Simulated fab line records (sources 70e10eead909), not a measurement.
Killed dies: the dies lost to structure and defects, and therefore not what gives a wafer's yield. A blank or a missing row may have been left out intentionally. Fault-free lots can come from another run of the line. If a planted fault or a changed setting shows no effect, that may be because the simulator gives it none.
A lot that was struck, set against a sound lot / flow nand_harc / 15 out of 1302 route steps
Sound: these wafers, L721.1, L721.3, L721.6. Wafers struck: L732.2, L732.3, L732.4. The cause comes at the end.
At each step with rows: each side's tool, then ch and its chambers, then its first start. Under that, the readings that differ: sound wafers / struck wafers / difference of the means / sigmas: that difference in standard deviations of wafers without a fault.
alike: a reading whose means differ by less than 2 such deviations, as well as words and numbers matching on both sides. not compared: withheld readings; readings where some wafer has no value; bounds like >300 that might hide an equal value; numbers whose values overlap and for which the record gives no deviation.
A row with sigmas, a row that says differs or no value, or rows on one side alone: a step with any of these is where the two part. When numbers do not overlap yet have no deviation, they are printed without sigmas and do not part them. Lack of a reading on every wafer of one side parts them only where that side has two or more wafers.

NHARC_A_ZERO_WELL_DESCUM_12: chemistry O2, time 3 s.
  sound on rie_diel-06 ch 0,2, day 10 02:08; struck on rie_diel-13 ch 0,1,3, day 14 13:55
  alike: chamber_pressure_mTorr, drypump_motor_current_A, oes_product_au, rf_vpp_V, showerhead_plenum_p_Torr, throttle_valve_pct
  not compared: rf_hours_counter_h
NHARC_A_ZERO_WELL_ETCH_19: etches the open film in N2/H2, target depth 80 nm, overetch 24 nm, time 87.88 s.
  sound on rie_diel-06 ch 2,3, day 10 02:13; struck on rie_diel-13 ch 1,2,3, day 14 14:01
  alike: chamber_pressure_mTorr, drypump_motor_current_A, oes_product_au, rf_vpp_V, showerhead_plenum_p_Torr, throttle_valve_pct
  not compared: rf_hours_counter_h
NHARC_A_ZERO_WELL_ETCH_13: etches the open film in HBr/Cl2, target depth 120 nm, time 40.1 s.
  sound on rie_si-01 ch 0,3, day 10 02:20; struck on rie_si-01 ch 0,1,3, day 14 14:08
  alike: chamber_pressure_mTorr, drypump_motor_current_A, oes_product_au, throttle_valve_pct
  not compared: rf_hours_counter_h
then, 4 steps without rows for these wafers: NHARC_A_ZERO_WELL_STRIP_14 (strips in SPM, time 900 s); NHARC_A_ZERO_WELL_IMPLANT_15; NHARC_A_ZERO_WELL_PRECLEAN_22 (cleans in SC1, time 60 s); NHARC_A_ZERO_WELL_SRD_23.
NHARC_A_ZERO_WELL_RTA_16: time 10 s.
  sound on rtp_anneal-02 ch 0, day 10 03:18; struck on rtp_anneal-02 ch 0, day 14 15:03
  alike: lamp_power_pct, lamp_zone_5_pct, lamp_zone_6_pct, wafer_temp_C_max
NHARC_A_ZERO_WELL_INSPECT_17:
  sound: defect_inspect-02 at day 10 03:30; struck: defect_inspect-01 at day 14 15:13
  alike: raw_defect_count
then, 2 steps without rows for these wafers: NHARC_A_SOURCE_PLATE_PRECLEAN_00 (cleans in HF-LAST, time 60 s); NHARC_A_SOURCE_PLATE_SRD_01.
NHARC_A_SOURCE_PLATE_OXIDE_02: material SiO2, target thk 10 nm, ox time 1362 s.
  sound on furnace-08 ch 0, day 10 06:37; struck on furnace-02 ch 0, day 15 00:16
reading=zone_power_bottom_pct (%); sound=31.2 30.9 30.8; struck=25.1 24.9 25.1; difference=-5.9; sigmas=-4
  alike: spike_tc_centre_C, spike_tc_lower_C, zone_power_top_pct
NHARC_A_SOURCE_PLATE_THK_MEAS_09: measures by ellipsometry.
  sound: film_metro-02 at day 10 10:41; struck: film_metro-02 at day 15 04:38
reading=thk_nm (nm); sound=10.0 8.8 10.0; struck=14.3 16.2 17.0; difference=+6.2; sigmas=+7
then, 1 step without rows for these wafers: NHARC_A_SOURCE_PLATE_PVD_04 (deposits WSi2, target thk 50 nm).
-- the record jumps here: 17 days lie between the struck wafers' starts before and after (it left off in module A_SOURCE_PLATE and takes up again in module END, whose first step shown is number 1302 of the route) --
NHARC_END_SORT_01:
  sound on prober-02 ch 0, day 27 21:40; struck on prober-02 ch 0, day 31 18:46
  alike: killed_at_array, killed_at_other, killed_at_periphery, killed_dies, killed_open, killed_short

## WHERE THEY PART
Last at NHARC_A_SOURCE_PLATE_THK_MEAS_09 as far as this record goes, first at NHARC_A_SOURCE_PLATE_OXIDE_02. Later steps at which nothing parts them and some readings are alike: NHARC_END_SORT_01.

WHY: the cause the simulator had injected
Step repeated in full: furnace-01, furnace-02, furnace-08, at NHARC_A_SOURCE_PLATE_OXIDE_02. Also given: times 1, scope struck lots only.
